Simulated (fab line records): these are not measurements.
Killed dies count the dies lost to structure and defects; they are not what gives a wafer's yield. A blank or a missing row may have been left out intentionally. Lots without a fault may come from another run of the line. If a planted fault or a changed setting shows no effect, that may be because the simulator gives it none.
Chamber matching | flow n5_finfet | 3 sister chambers for N5_BEOL_M9_ILD_DEP_00 on pecvd-04
The step deposits SiCOH lowk from DEMS/porogen, target thk 308.51 nm, time 58 s. 14 wafers are shown with their chamber, then 7 later ones without.

## WAFERS PAIRED WITH THEIR CHAMBERS
wafer  | chamber | throttle_valve_pct (%) | showerhead_plenum_p_Torr (Torr) | heater_power_w (W)
L686.2 | 2       | 13.3                   | 5.742                           | 400
L686.5 | 0       | 14.0                   | 5.734                           | 470
L686.6 | 2       | 13.1                   | 5.748                           | 411
L684.3 | 2       | 13.0                   | 5.742                           | 425
L684.4 | 1       | 14.4                   | 5.717                           | 288
L684.5 | 0       | 14.2                   | 5.724                           | 431
L691.1 | 1       | 14.7                   | 5.707                           | 366
L691.2 | 2       | 13.0                   | 5.740                           | 417
L691.6 | 2       | 13.3                   | 5.743                           | 423
L692.1 | 1       | 14.5                   | 5.701                           | 317
L692.3 | 2       | 12.9                   | 5.745                           | 417
L692.6 | 2       | 13.1                   | 5.735                           | 431
L704.1 | 0       | 14.3                   | 5.728                           | 447
L704.3 | 1       | 14.6                   | 5.705                           | 341

SIGNATURES (means of the wafers above)
reading                  | chamber 0 | chamber 1 | chamber 2 | scatter within a chamber
throttle_valve_pct       | 14.167    | 14.550    | 13.100    | 0.147
showerhead_plenum_p_Torr | 5.72867   | 5.70750   | 5.74214   | 0.00512
heater_power_w           | 449.33    | 328.00    | 417.71    | 20.7
Rule: a wafer's distance from a chamber is the root of the sum, over the readings, of the square of ((its reading less the chamber's mean) divided by the reading's scatter). If the next closest chamber is less than 2 further off than the closest, the wafer can't be placed; otherwise it belongs to the closest. The scatter: take each reading less its chamber's mean, square it, sum over the shown wafers, divide by the number of wafers less the number of chambers, and take the root.

## WAFERS WITHOUT THEIR CHAMBER
wafer  | throttle_valve_pct (%) | showerhead_plenum_p_Torr (Torr) | heater_power_w (W)
L704.4 | 13.1                   | 5.733                           | 428
L706.1 | 13.2                   | 5.756                           | 386
L706.5 | 14.8                   | 5.714                           | 362
L706.6 | 14.3                   | 5.736                           | 429
L707.2 | 14.6                   | 5.715                           | 324
L707.3 | 13.2                   | 5.732                           | 447
L707.6 | 13.4                   | 5.738                           | 346

## WHICH CHAMBER EACH ONE RAN IN
wafer  | from the rows above | in truth
L704.4 | 2                   | 2
L706.1 | 2                   | 2
L706.5 | 1                   | 1
L706.6 | 0                   | 0
L707.2 | 1                   | 1
L707.3 | 2                   | 2
L707.6 | 2                   | 2
Placed correctly: 7 of 7. Not placeable from these rows: 0. Number placed wrongly: 0.
